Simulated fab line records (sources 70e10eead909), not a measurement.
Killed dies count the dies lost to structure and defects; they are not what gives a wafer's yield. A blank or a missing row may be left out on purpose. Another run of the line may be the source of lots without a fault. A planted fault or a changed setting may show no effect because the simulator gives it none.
Which tool is to blame? + flow nand-harc + Sampling: 14 lots, 42 wafers, 5 of 1159 route steps

## WHAT THE GAUGES SHOWED, per wafer
NHARC_END_SORT_01.
| lot  | measured     | on        | killed-at-array | killed-at-other | killed-at-periphery | killed-dies | killed-open | killed-short |
|------|--------------|-----------|-----------------|-----------------|---------------------|-------------|-------------|--------------|
| L358 | day 21 03:07 | prober-01 | 30              | 0               | 6                   | 36          | 4           | 3            |
| L367 | day 24 03:46 | prober-01 | 17 14 21        | 0 0 0           | 1 4 1               | 18 18 22    | 2 4 4       | 1 1 2        |

## TOOL THAT RAN EACH LOT (tool first, then ch and the chambers of the sampled wafers, then the start)
| lot  | NHARC_P_GATE_DEGAS_109       | NHARC_P_CONTACT_CMP_01        | NHARC_P_CONTACT_ETCH_18                       | NHARC_P_CONTACT_ETCH_31            |
|------|------------------------------|-------------------------------|-----------------------------------------------|------------------------------------|
| L350 | pvd-sputter-02, day 5 08:17  | cmp-02 ch 1,2, day 5 10:26    | rie-diel-11 ch 0,1, day 5 12:10 or earlier    | rie-diel-11 ch 0,3, day 5 12:10    |
| L351 | pvd-sputter-01, day 5 09:12  | cmp-02 ch 1,2,3, day 5 11:04  | rie-diel-08 ch 0,1,3, day 5 12:49 or earlier  | rie-diel-08 ch 0,1,3, day 5 12:49  |
| L353 | pvd-sputter-03, day 5 22:08  | cmp-01 ch 0,1,3, day 5 23:54  | rie-diel-08 ch 0,1,3, day 6 01:40 or earlier  | rie-diel-08 ch 1,2,3, day 6 01:40  |
| L352 | pvd-sputter-02, day 5 22:31  | cmp-03 ch 1,2,3, day 6 00:23  | rie-diel-11 ch 0,1,3, day 6 02:10 or earlier  | rie-diel-11 ch 0,1,3, day 6 02:10  |
| L354 | pvd-sputter-03, day 6 13:40  | cmp-02 ch 0,2,3, day 6 15:23  | rie-diel-11 ch 1,2,3, day 6 17:09 or earlier  | rie-diel-11 ch 0,2,3, day 6 17:09  |
| L358 | pvd-sputter-02, day 7 14:50  | cmp-01 ch 1,2,3, day 7 16:35  | rie-diel-08 ch 0,1,3, day 7 18:22 or earlier  | rie-diel-08 ch 0,1,3, day 7 18:22  |
| L360 | pvd-sputter-03, day 8 03:26  | cmp-03 ch 1,2, day 8 05:12    | rie-diel-08 ch 0,2, day 8 07:04 or earlier    | rie-diel-08 ch 0,1, day 8 07:04    |
| L361 | pvd-sputter-01, day 8 19:36  | cmp-03 ch 0,2,3, day 8 21:20  | rie-diel-08 ch 2,3, day 8 23:07 or earlier    | rie-diel-08 ch 1,2,3, day 8 23:07  |
| L362 | pvd-sputter-01, day 8 20:53  | cmp-03 ch 0,2,3, day 8 22:41  | rie-diel-08 ch 0,2,3, day 9 00:25 or earlier  | rie-diel-08 ch 0,2,3, day 9 00:25  |
| L367 | pvd-sputter-02, day 9 16:08  | cmp-01 ch 1,3, day 9 18:16    | rie-diel-11 ch 2,3, day 9 20:01 or earlier    | rie-diel-11 ch 0,1, day 9 20:01    |
| L369 | pvd-sputter-03, day 10 00:52 | cmp-03 ch 1,3, day 10 03:16   | rie-diel-11 ch 0,3, day 10 05:01 or earlier   | rie-diel-11 ch 1,3, day 10 05:01   |
| L368 | pvd-sputter-03, day 10 01:22 | cmp-01 ch 0,1,3, day 10 03:24 | rie-diel-05 ch 0,2, day 10 06:08 or earlier   | rie-diel-05 ch 0,1,2, day 10 06:08 |
| L371 | pvd-sputter-02, day 10 11:02 | cmp-01 ch 0,1,2, day 10 13:01 | rie-diel-11 ch 1,2, day 10 14:43 or earlier   | rie-diel-11 ch 0,2, day 10 14:43   |
| L373 | pvd-sputter-03, day 11 03:49 | cmp-03 ch 0,1,2, day 11 05:36 | rie-diel-11 ch 1,2,3, day 11 07:47 or earlier | rie-diel-11 ch 0,2,3, day 11 07:47 |
- NHARC_P_GATE_DEGAS_109: time 60 s.
- NHARC_P_CONTACT_CMP_01: polishes SiO2, target thk 200 nm.
- NHARC_P_CONTACT_ETCH_18: etches the open film in C4F8/O2/Ar, target depth 481 nm, time 240.5 s.
- NHARC_P_CONTACT_ETCH_31: etches the open film in CH3F/O2, target depth 30 nm, time 85.7 s.

## AS READ BY THE TOOLS THEMSELVES (means over the sampled wafers that have a number; for cases with no such wafer, the mark the record gives instead)
NHARC_P_GATE_DEGAS_109.
| lot  | tool           | heater-power-w (W) |
|------|----------------|--------------------|
| L350 | pvd-sputter-02 | 480                |
| L351 | pvd-sputter-01 | 472                |
| L353 | pvd-sputter-03 | 451                |
| L352 | pvd-sputter-02 | 487                |
| L354 | pvd-sputter-03 | 460                |
| L358 | pvd-sputter-02 | 482                |
| L360 | pvd-sputter-03 | 453                |
| L361 | pvd-sputter-01 | 500                |
| L362 | pvd-sputter-01 | 508                |
| L367 | pvd-sputter-02 | 481                |
| L369 | pvd-sputter-03 | 448                |
| L368 | pvd-sputter-03 | 494                |
| L371 | pvd-sputter-02 | 471                |
| L373 | pvd-sputter-03 | 456                |

NHARC_P_CONTACT_CMP_01.
| lot  | tool   | motor-current-A (A) |
|------|--------|---------------------|
| L350 | cmp-02 | 13.5                |
| L351 | cmp-02 | 12.3                |
| L353 | cmp-01 | 12.5                |
| L352 | cmp-03 | 12.8                |
| L354 | cmp-02 | 12.7                |
| L358 | cmp-01 | 12.2                |
| L360 | cmp-03 | 12.1                |
| L361 | cmp-03 | 12.3                |
| L362 | cmp-03 | 12.7                |
| L367 | cmp-01 | 12.8                |
| L369 | cmp-03 | 14.2                |
| L368 | cmp-01 | 12.1                |
| L371 | cmp-01 | 11.3                |
| L373 | cmp-03 | 11.8                |

NHARC_P_CONTACT_ETCH_18.
| lot  | tool        | oes-product-au (a.u.) | rf-fwd-power-W (W) | rf-vpp-V (V) |
|------|-------------|-----------------------|--------------------|--------------|
| L350 | rie-diel-11 | 0.974                 | 598.1              | 984          |
| L351 | rie-diel-08 | 0.951                 | 597.5              | 970          |
| L353 | rie-diel-08 | 0.966                 | 598.3              | 970          |
| L352 | rie-diel-11 | 0.940                 | 598.3              | 984          |
| L354 | rie-diel-11 | 0.967                 | 596.9              | 984          |
| L358 | rie-diel-08 | 0.968                 | 597.8              | 970          |
| L360 | rie-diel-08 | 0.959                 | 598.6              | 979          |
| L361 | rie-diel-08 | 0.980                 | 598.2              | 980          |
| L362 | rie-diel-08 | 0.976                 | 597.8              | 975          |
| L367 | rie-diel-11 | 0.985                 | 598.5              | 984          |
| L369 | rie-diel-11 | 0.970                 | 597.7              | 985          |
| L368 | rie-diel-05 | 0.925                 | 595.8              | 977          |
| L371 | rie-diel-11 | 0.973                 | 598.9              | 982          |
| L373 | rie-diel-11 | 0.934                 | 599.0              | 983          |

NHARC_P_CONTACT_ETCH_31.
| lot  | tool        | drypump-motor-current-A (A) | mfc-ar-sccm (sccm) | oes-product-au (a.u.) | rf-fwd-power-W (W) | rf-vpp-V (V) | showerhead-plenum-p-Torr (Torr) | throttle-valve-pct (%) |
|------|-------------|-----------------------------|--------------------|-----------------------|--------------------|--------------|---------------------------------|------------------------|
| L350 | rie-diel-11 | 5.5                         | 199.9              | 0.979                 | 495.9              | 246.4        | 2.58                            | 20.672                 |
| L351 | rie-diel-08 | 5.2                         | 200.0              | 0.967                 | 494.3              | 241.8        | 2.32                            | 20.660                 |
| L353 | rie-diel-08 | 5.5                         | 200.4              | 0.976                 | 496.0              | 244.2        | 2.40                            | 20.671                 |
| L352 | rie-diel-11 | 5.5                         | 199.7              | 0.963                 | 499.1              | 246.1        | 2.58                            | 20.661                 |
| L354 | rie-diel-11 | 5.8                         | 200.3              | 0.982                 | 496.2              | 246.6        | 2.55                            | 20.659                 |
| L358 | rie-diel-08 | 5.3                         | 199.8              | 0.666                 | 495.3              | 241.5        | 2.31                            | 20.664                 |
| L360 | rie-diel-08 | 5.5                         | 200.0              | 0.676                 | 496.0              | 241.9        | 2.31                            | 20.671                 |
| L361 | rie-diel-08 | 5.5                         | 199.4              | 0.671                 | 495.3              | 243.9        | 2.40                            | 20.661                 |
| L362 | rie-diel-08 | 5.2                         | 200.6              | 0.673                 | 494.0              | 242.6        | 2.39                            | 20.664                 |
| L367 | rie-diel-11 | 5.7                         | 199.8              | 0.976                 | 495.1              | 245.8        | 2.57                            | 20.657                 |
| L369 | rie-diel-11 | 5.3                         | 200.1              | 0.985                 | 496.5              | 246.4        | 2.58                            | 20.651                 |
| L368 | rie-diel-05 | 5.8                         | 199.2              | 0.964                 | 495.2              | 243.4        | 2.40                            | 20.667                 |
| L371 | rie-diel-11 | 6.1                         | 200.6              | 0.985                 | 495.5              | 245.2        | 2.51                            | 20.655                 |
| L373 | rie-diel-11 | 5.8                         | 200.5              | 0.959                 | 495.5              | 245.5        | 2.55                            | 20.671                 |

## THE ANSWER, worked out from the rows above alone
Rule: usual is defined by the lots themselves. Put in order of their means at a reading, lots are off if they are a third of the lots or fewer, leave a main group of 4 or more, and stand apart from it by a gap of 3 or more times the standard deviation of the main group's means; of several such gaps the widest counts. A main group is skipped when, at the precision printed for the reading in the tables above, its means are all equal. A lot without any number at a reading at which 4 lots or more have one is off too. Any other lot the step has rows for is counted as sound. Order of review: gauges by route order, followed by the tools' own readings, for which a lot's mean as printed above is used. The first step at which some lot is off is used, and at that step the reading that is off furthest; a lot without a number counts as furthest.
Off: L358, L360, L361, L362 (NHARC_P_CONTACT_ETCH_31, oes-product-au). For the main group the mean is 0.974 a.u. and the standard deviation 0.0091.
A tool fits if, at that step or a process step before it, it ran every lot that is off, and no sound lot after the first of them. Because NHARC_P_CONTACT_ETCH_18 lacks a start for some lots, the hours and order of its lots are taken from NHARC_P_CONTACT_ETCH_31. One fits: NHARC_P_CONTACT_ETCH_18 and NHARC_P_CONTACT_ETCH_31 on rie-diel-08. At NHARC_P_CONTACT_ETCH_18 its last sound lot is L353 (day 6 01:40), its first lot that is off L358 (day 7 18:22): a fault that began between those two fits.

## WHAT HAD BEEN PUT IN BY THE SIMULATOR
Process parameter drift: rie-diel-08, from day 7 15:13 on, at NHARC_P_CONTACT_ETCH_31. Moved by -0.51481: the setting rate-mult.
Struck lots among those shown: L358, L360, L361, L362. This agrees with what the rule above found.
